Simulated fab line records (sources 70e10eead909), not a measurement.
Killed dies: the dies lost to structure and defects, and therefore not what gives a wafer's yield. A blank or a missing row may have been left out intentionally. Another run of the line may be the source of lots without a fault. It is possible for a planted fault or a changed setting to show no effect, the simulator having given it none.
Which tool was responsible? ; flow nand_harc ; 24 lots with 72 wafers sampled at 6 steps, on a route of 1159 steps

== WHAT THE GAUGES READ, wafer by wafer ==
Not one reading of a measure or inspect step in the record can be checked against a usual standard deviation.

== WHAT TOOL EACH LOT RAN ON (gives the tool, then ch and the chambers of the sampled wafers, and finally the start) ==
lot;NHARC_P_ZERO_WELL_ETCH_65;NHARC_P_GATE_DESCUM_13;NHARC_P_GATE_STRIP_112;NHARC_P_M0_PRE_CLEAN_31;NHARC_P_M2_PVD_21;NHARC_P_BONDPAD_CMP_32
L074;rie_diel-01 ch 0,1, day 1 13:31;rie_diel-06 ch 2,3, day 4 06:01;plasma_asher-02 ch 0,1, day 5 09:51;pecvd-02 ch 0,1,2, day 5 22:52;pvd_sputter-02, day 6 08:29 or earlier;cmp-01 ch 0,1,3, day 6 08:29
L075;rie_diel-07 ch 0,1, day 1 19:26;rie_diel-06 ch 0,1,2, day 4 05:51;plasma_asher-02 ch 0,1, day 5 10:36;pecvd-01 ch 1,2, day 6 03:41;pvd_sputter-02, day 6 12:49 or earlier;cmp-01 ch 0,1,2, day 6 12:49
L076;rie_diel-09 ch 2,3, day 2 01:29;rie_diel-13 ch 1,2,3, day 4 19:04;plasma_asher-01 ch 1, day 6 06:40;pecvd-04 ch 0,1,2, day 6 19:19;pvd_sputter-02, day 7 04:30 or earlier;cmp-02 ch 0,1,3, day 7 04:30
L077;rie_diel-07 ch 0,3, day 2 07:29;rie_diel-06 ch 0,2, day 4 19:13;plasma_asher-01 ch 0,1, day 5 23:14;pecvd-04 ch 1,2, day 6 16:32;pvd_sputter-03, day 7 01:35 or earlier;cmp-01 ch 1,2,3, day 7 01:35
L078;rie_diel-07 ch 0,1,3, day 2 13:28;rie_diel-06 ch 0,1,2, day 5 02:04;plasma_asher-02 ch 0,1, day 6 06:50;pecvd-01 ch 0,1, day 6 20:16;pvd_sputter-03, day 7 05:28 or earlier;cmp-02 ch 1,2,3, day 7 05:28
L079;rie_diel-09 ch 2,3, day 2 19:25;rie_diel-06 ch 0,2, day 5 09:50;plasma_asher-02 ch 0,1, day 6 20:13;pecvd-01 ch 0,1, day 7 09:34;pvd_sputter-02, day 7 19:14 or earlier;cmp-02 ch 0,2,3, day 7 19:14
L080;rie_diel-01 ch 0,1,3, day 3 01:26;rie_diel-13 ch 1,2, day 5 18:21;plasma_asher-01 ch 0,1, day 7 00:55;pecvd-01 ch 0,1,2, day 7 13:57;pvd_sputter-03, day 7 23:02 or earlier;cmp-01 ch 0,1,3, day 7 23:02
L081;rie_diel-01 ch 0,1,3, day 3 07:30;rie_diel-06 ch 2,3, day 5 18:11;plasma_asher-02 ch 0,1, day 7 01:10;pecvd-01 ch 0,1, day 7 14:36;pvd_sputter-03, day 7 23:47 or earlier;cmp-01 ch 1,2, day 7 23:47
L082;rie_diel-07 ch 0,1,3, day 3 13:29;rie_diel-06 ch 1,2,3, day 6 00:07;plasma_asher-02 ch 0,1, day 7 07:25;pecvd-01 ch 1,2, day 8 03:09;pvd_sputter-02, day 8 12:35 or earlier;cmp-01 ch 0,2,3, day 8 12:35
L083;rie_diel-09 ch 0,2,3, day 3 19:42;rie_diel-06 ch 1,2,3, day 6 09:20;plasma_asher-01 ch 0,1, day 7 21:32;pecvd-01 ch 0,1, day 8 11:02;pvd_sputter-02, day 8 20:19 or earlier;cmp-02 ch 0,1,3, day 8 20:19
L084;rie_diel-07 ch 0,1,3, day 4 01:23;rie_diel-06 ch 0,2, day 6 09:12;plasma_asher-02 ch 0,1, day 7 19:07;pecvd-04 ch 0,1, day 8 08:29;pvd_sputter-03, day 8 17:46 or earlier;cmp-02 ch 0,1,3, day 8 17:46
L085;rie_diel-07 ch 1,3, day 4 07:31;rie_diel-13 ch 0,1, day 6 17:11;plasma_asher-02 ch 0,1, day 8 00:50;pecvd-02 ch 0,1,2, day 8 13:42;pvd_sputter-03, day 8 23:01 or earlier;cmp-01 ch 0,2,3, day 8 23:01
L086;rie_diel-01 ch 1,2,3, day 4 13:29;rie_diel-03 ch 0,1,3, day 7 09:12;plasma_asher-02 ch 0,1, day 8 12:43;pecvd-02 ch 1,2, day 9 05:31;pvd_sputter-03, day 9 14:41 or earlier;cmp-03 ch 1,2,3, day 9 14:41
L087;rie_diel-09 ch 0,1,2, day 4 19:29;rie_diel-06 ch 1,2,3, day 7 09:20;plasma_asher-01 ch 0,1, day 8 13:23;pecvd-01 ch 0,2, day 9 06:05;pvd_sputter-03, day 9 15:34 or earlier;cmp-02 ch 0,1,2, day 9 15:34
L088;rie_diel-07 ch 0,2,3, day 5 01:29;rie_diel-06 ch 0,1,2, day 7 16:08;plasma_asher-01 ch 0,1, day 8 22:32;pecvd-01 ch 1,2, day 9 17:44;pvd_sputter-03, day 10 02:53 or earlier;cmp-03 ch 0,2,3, day 10 02:53
L089;rie_diel-07 ch 0,2, day 5 07:23;rie_diel-03 ch 0,2,3, day 7 16:07;plasma_asher-01 ch 0,1, day 8 22:51;pecvd-04 ch 0,1,2, day 9 18:02;pvd_sputter-03, day 10 01:16;cmp-03 ch 0,2, day 10 03:40
L090;rie_diel-09 ch 0,1,3, day 5 13:22;rie_diel-13 ch 0,1,2, day 8 02:16;plasma_asher-02 ch 0,1, day 9 08:46;pecvd-01 ch 0,2, day 9 21:55;pvd_sputter-01, day 10 07:25 or earlier;cmp-02 ch 0,2,3, day 10 07:25
L091;rie_diel-07 ch 3, day 5 19:25;rie_diel-06 ch 0,2, day 8 10:13;plasma_asher-01 ch 0,1, day 9 14:22;pecvd-01 ch 0,1, day 10 04:36;pvd_sputter-03, day 10 13:46 or earlier;cmp-01 ch 0,2,3, day 10 13:46
L092;rie_diel-09 ch 1,2,3, day 6 01:40;rie_diel-06 ch 0,1,2, day 8 10:03;plasma_asher-02 ch 0,1, day 9 14:39;pecvd-04 ch 0,2, day 10 05:14;pvd_sputter-02, day 10 14:28 or earlier;cmp-03 ch 0,1, day 10 14:28
L093;rie_diel-07 ch 0,2, day 6 07:30;rie_diel-03 ch 2,3, day 9 03:38;plasma_asher-01 ch 1, day 10 09:04;pecvd-02 ch 0,1,2, day 11 03:17;pvd_sputter-02, day 11 13:22 or earlier;cmp-01 ch 0,1,2, day 11 13:22
L094;rie_diel-01 ch 0,3, day 6 13:23;rie_diel-03 ch 1,2, day 9 03:28;plasma_asher-02 ch 0, day 10 08:44;pecvd-04 ch 0,1,2, day 11 03:08;pvd_sputter-03, day 11 12:35 or earlier;cmp-02 ch 1,2, day 11 12:35
L095;rie_diel-09 ch 2,3, day 6 19:21;rie_diel-13 ch 1,2, day 9 13:44;plasma_asher-01 ch 0,1, day 10 18:27;pecvd-02 ch 0,1,2, day 11 07:12;pvd_sputter-02, day 11 16:32 or earlier;cmp-02 ch 1,2,3, day 11 16:32
L096;rie_diel-09 ch 0,3, day 7 01:21;rie_diel-03 ch 1,2,3, day 9 13:37;plasma_asher-01 ch 0,1, day 10 18:07;pecvd-04 ch 0,1, day 11 06:59;pvd_sputter-03, day 11 16:16 or earlier;cmp-01 ch 0,1,3, day 11 16:16
L097;rie_diel-07 ch 0,2,3, day 7 07:22;rie_diel-03 ch 0,3, day 9 19:07;plasma_asher-02 ch 0,1, day 11 05:52;pecvd-01 ch 1,2, day 11 20:24;pvd_sputter-03, day 12 05:43 or earlier;cmp-03 ch 1,2, day 12 05:43
- NHARC_P_ZERO_WELL_ETCH_65: etches the open film in N2/H2, target depth 80 nm, overetch 24 nm, time 87.88 s.
- NHARC_P_GATE_DESCUM_13: chemistry O2, time 3 s.
- NHARC_P_GATE_STRIP_112: strips in N2/H2, time 200 s.
- NHARC_P_M0_PRE_CLEAN_31: time 12 s.
- NHARC_P_M2_PVD_21: deposits Cu, target thk 30 nm, time 20.49 s.
- NHARC_P_BONDPAD_CMP_32: polishes SiCN, target thk 200 nm.

== AS READ BY THE TOOLS THEMSELVES (means over the sampled wafers that have a number; for cases with no such wafer, the mark the record gives instead) ==
NHARC_P_ZERO_WELL_ETCH_65. Usual: value, then standard deviation, for each; chamber_pressure_mTorr 29.999 mTorr / 0.025; drypump_motor_current_A 5.83 A / 0.29; n2_flow_sccm 150.0 sccm / 0.41; oes_product_au 1.003 a.u. / 0.012; rf_vpp_V 430.7 V / 2.8; showerhead_plenum_p_Torr 2.05 Torr / 0.099; throttle_valve_pct 14.171 % / 0.0082.
lot;tool;chamber_pressure_mTorr (mTorr);drypump_motor_current_A (A);n2_flow_sccm (sccm);oes_product_au (a.u.);rf_vpp_V (V);showerhead_plenum_p_Torr (Torr);throttle_valve_pct (%);flag
L074;rie_diel-01;30.016;5.63;149.9;0.999;432.1;2.11;14.169;
L075;rie_diel-07;29.972;5.76;150.1;0.999;430.1;2.01;14.163;
L076;rie_diel-09;29.988;5.44;150.0;1.000;432.9;2.13;14.167;
L077;rie_diel-07;29.997;5.84;150.6;1.006;429.3;1.99;14.176;
L078;rie_diel-07;30.007;5.98;150.0;1.002;428.7;1.97;14.171;
L079;rie_diel-09;30.012;5.58;149.8;1.000;431.7;2.05;14.169;
L080;rie_diel-01;29.998;5.78;150.2;0.999;431.7;2.09;14.175;
L081;rie_diel-01;29.970;5.78;150.1;1.000;431.8;2.09;14.171;
L082;rie_diel-07;30.019;5.97;149.8;1.008;428.2;1.97;14.174;
L083;rie_diel-09;30.008;5.63;150.3;1.012;432.4;2.13;14.169;
L084;rie_diel-07;30.014;5.99;150.0;1.008;428.6;1.97;14.168;
L085;rie_diel-07;29.983;6.06;150.1;1.004;428.1;1.94;14.166;
L086;rie_diel-01;29.998;5.75;149.9;0.988;432.6;2.10;14.173;
L087;rie_diel-09;29.960;5.73;150.1;1.012;430.8;2.05;14.171;
L088;rie_diel-07;30.005;5.99;150.1;1.003;429.8;2.00;14.160;
L089;rie_diel-07;30.002;5.77;150.1;1.005;430.9;2.05;14.171;
L090;rie_diel-09;30.013;5.61;149.8;1.015;433.5;2.12;14.173;
L091;rie_diel-07;29.976;6.30;150.5;1.010;427.0;1.90;14.174;
L092;rie_diel-09;30.016;5.55;150.0;1.006;431.2;2.05;14.163;
L093;rie_diel-07;30.005;5.76;150.0;1.000;430.6;2.05;14.175;
L094;rie_diel-01;29.990;5.93;149.4;1.000;430.8;2.07;14.182;
L095;rie_diel-09;30.022;5.44;150.5;0.993;433.7;2.13;14.176;
L096;rie_diel-09;29.986;5.48;150.2;1.009;435.3;2.20;14.170;
L097;rie_diel-07;30.023;5.99;149.8;1.004;428.6;2.00;14.167;

NHARC_P_GATE_DESCUM_13. Usual: chamber_pressure_mTorr 60.01 mTorr, standard deviation 0.053; drypump_motor_current_A 5.8 A, standard deviation 0.31; oes_product_au 0.996 a.u., standard deviation 0.012; rf_vpp_V 57.7 V, standard deviation 0.81; showerhead_plenum_p_Torr 1.89 Torr, standard deviation 0.095; throttle_valve_pct 11.311 %, standard deviation 0.0096.
lot;tool;chamber_pressure_mTorr (mTorr);drypump_motor_current_A (A);oes_product_au (a.u.);rf_vpp_V (V);showerhead_plenum_p_Torr (Torr);throttle_valve_pct (%);flag
L074;rie_diel-06;60.04;5.9;1.001;57.4;1.87;11.319;
L075;rie_diel-06;59.99;5.6;0.998;58.1;1.93;11.310;
L076;rie_diel-13;60.00;5.7;0.995;57.9;1.80;11.315;
L077;rie_diel-06;60.03;5.5;0.981;57.6;1.90;11.309;
L078;rie_diel-06;60.04;5.6;0.988;57.7;1.93;11.316;
L079;rie_diel-06;60.06;5.5;0.981;57.8;1.97;11.322;
L080;rie_diel-13;59.98;5.6;0.995;58.4;1.92;11.307;
L081;rie_diel-06;59.99;5.9;1.002;56.7;1.86;11.307;
L082;rie_diel-06;59.97;5.8;1.006;57.0;1.91;11.310;
L083;rie_diel-06;60.00;5.8;1.001;56.8;1.91;11.319;
L084;rie_diel-06;60.00;5.5;0.998;57.5;1.90;11.310;
L085;rie_diel-13;59.96;5.8;0.986;57.5;1.87;11.306;
L086;rie_diel-03;59.95;6.2;0.983;57.1;1.91;11.318;
L087;rie_diel-06;60.01;5.8;1.002;57.7;1.91;11.317;
L088;rie_diel-06;60.00;5.6;0.993;58.3;1.93;11.311;
L089;rie_diel-03;60.00;6.1;0.996;57.4;1.88;11.309;
L090;rie_diel-13;60.02;5.6;0.992;58.5;1.94;11.311;
L091;rie_diel-06;59.98;5.5;0.991;58.2;1.96;11.307;
L092;rie_diel-06;59.98;5.6;0.989;57.5;1.92;11.320;
L093;rie_diel-03;60.06;6.0;1.000;57.5;1.86;11.312;
L094;rie_diel-03;59.99;6.1;1.006;57.2;1.81;11.319;
L095;rie_diel-13;60.00;5.4;0.998;59.1;1.99;11.298;
L096;rie_diel-03;59.96;6.1;0.995;57.8;1.88;11.306;
L097;rie_diel-03;60.07;6.2;0.991;58.0;1.95;11.312;

NHARC_P_GATE_STRIP_112. Usual: drypump_motor_current_A 5.6 A, standard deviation 0.4; heater_power_w 90 W, standard deviation 11; rf_refl_power_W 23 W, standard deviation 3.1; temp_c 110.01 C, standard deviation 0.13.
lot;tool;drypump_motor_current_A (A);heater_power_w (W);rf_refl_power_W (W);temp_c (C);flag
L074;plasma_asher-02;5.5;95;24;109.81;
L075;plasma_asher-02;5.3;87;25;109.89;
L076;plasma_asher-01;6.2;92;24;110.03;
L077;plasma_asher-01;5.8;87;20;110.04;
L078;plasma_asher-02;5.3;87;25;110.08;
L079;plasma_asher-02;5.3;86;25;110.10;
L080;plasma_asher-01;5.8;86;20;109.96;
L081;plasma_asher-02;5.5;97;24;110.03;
L082;plasma_asher-02;5.5;96;23;109.97;
L083;plasma_asher-01;5.8;88;20;110.09;
L084;plasma_asher-02;5.5;96;24;109.91;
L085;plasma_asher-02;5.3;87;25;109.93;
L086;plasma_asher-02;5.5;96;24;110.05;
L087;plasma_asher-01;5.8;86;20;109.88;
L088;plasma_asher-01;5.8;88;20;110.18;
L089;plasma_asher-01;6.0;90;22;110.12;
L090;plasma_asher-02;5.3;85;25;110.05;
L091;plasma_asher-01;6.0;90;21;110.04;
L092;plasma_asher-02;5.3;85;25;110.02;
L093;plasma_asher-01;6.2;92;24;109.81;
L094;plasma_asher-02;5.7;104;21;109.86;
L095;plasma_asher-01;6.0;90;22;110.07;
L096;plasma_asher-01;6.0;91;22;110.01;
L097;plasma_asher-02;5.3;85;25;109.90;

NHARC_P_M0_PRE_CLEAN_31. Usual: heater_power_w reads 626 W (standard deviation 86).
lot;tool;heater_power_w (W);flag
L074;pecvd-02;557;
L075;pecvd-01;656;
L076;pecvd-04;576;
L077;pecvd-04;616;
L078;pecvd-01;752;
L079;pecvd-01;741;
L080;pecvd-01;654;
L081;pecvd-01;737;
L082;pecvd-01;642;
L083;pecvd-01;706;
L084;pecvd-04;568;
L085;pecvd-02;597;
L086;pecvd-02;560;
L087;pecvd-01;616;
L088;pecvd-01;694;
L089;pecvd-04;601;
L090;pecvd-01;674;
L091;pecvd-01;711;
L092;pecvd-04;497;
L093;pecvd-02;607;
L094;pecvd-04;548;
L095;pecvd-02;611;
L096;pecvd-04;497;
L097;pecvd-01;593;

NHARC_P_M2_PVD_21. Usual: cathode_dc_power_W 5000.1 W, standard deviation 0.94; throttle_valve_pct 30.4 %, standard deviation 1.1.
lot;tool;cathode_dc_power_W (W);throttle_valve_pct (%);flag
L074;pvd_sputter-02;5000.1;29.9;
L075;pvd_sputter-02;4999.7;30.6;
L076;pvd_sputter-02;5000.5;30.8;
L077;pvd_sputter-03;5000.5;31.2;
L078;pvd_sputter-03;4999.3;30.6;
L079;pvd_sputter-02;5000.1;29.5;
L080;pvd_sputter-03;4999.3;29.9;
L081;pvd_sputter-03;4999.7;30.1;
L082;pvd_sputter-02;4999.3;29.5;
L083;pvd_sputter-02;5000.8;30.1;
L084;pvd_sputter-03;5000.0;30.1;
L085;pvd_sputter-03;5001.0;30.4;
L086;pvd_sputter-03;4999.6;30.5;
L087;pvd_sputter-03;5000.6;30.6;
L088;pvd_sputter-03;5000.3;30.6;
L089;pvd_sputter-03;4999.4;30.6;
L090;pvd_sputter-01;5001.1;30.7;
L091;pvd_sputter-03;4999.9;30.2;
L092;pvd_sputter-02;5000.5;31.3;
L093;pvd_sputter-02;4999.6;30.3;
L094;pvd_sputter-03;5000.2;30.6;
L095;pvd_sputter-02;5000.2;30.5;
L096;pvd_sputter-03;4999.9;29.9;
L097;pvd_sputter-03;5000.0;30.5;

NHARC_P_BONDPAD_CMP_32. Usual: motor_current_A reads 11.9 A (standard deviation 0.85).
lot;tool;motor_current_A (A);flag
L074;cmp-01;11.5;
L075;cmp-01;11.8;
L076;cmp-02;11.9;
L077;cmp-01;11.8;
L078;cmp-02;11.7;
L079;cmp-02;12.9;
L080;cmp-01;11.7;
L081;cmp-01;12.1;
L082;cmp-01;11.8;
L083;cmp-02;12.1;
L084;cmp-02;12.3;
L085;cmp-01;11.7;
L086;cmp-03;11.9;
L087;cmp-02;12.2;
L088;cmp-03;11.7;
L089;cmp-03;11.5;
L090;cmp-02;13.0;
L091;cmp-01;11.3;
L092;cmp-03;11.2;
L093;cmp-01;12.3;
L094;cmp-02;12.0;
L095;cmp-02;12.0;
L096;cmp-01;12.0;
L097;cmp-03;11.0;

== THE ANSWER, worked out from the rows above alone ==
Rule: take the mean of a lot's wafers that have a number; if it is more than 3 standard deviations from the usual mean, the lot is off. Also off: a lot with no number at a reading for which 4 or more lots have one. Any other lot the step has rows for is counted as sound. Order of review: gauges by route order, followed by the tools' own readings, for which a lot's mean as printed above is used. At the first step where some lot is off, the reading lying furthest off is the one used; lots without a number count as furthest.
No lot is off at any reading shown: from this, nothing can be told.

== WHAT THE SIMULATOR HAD PUT IN ==
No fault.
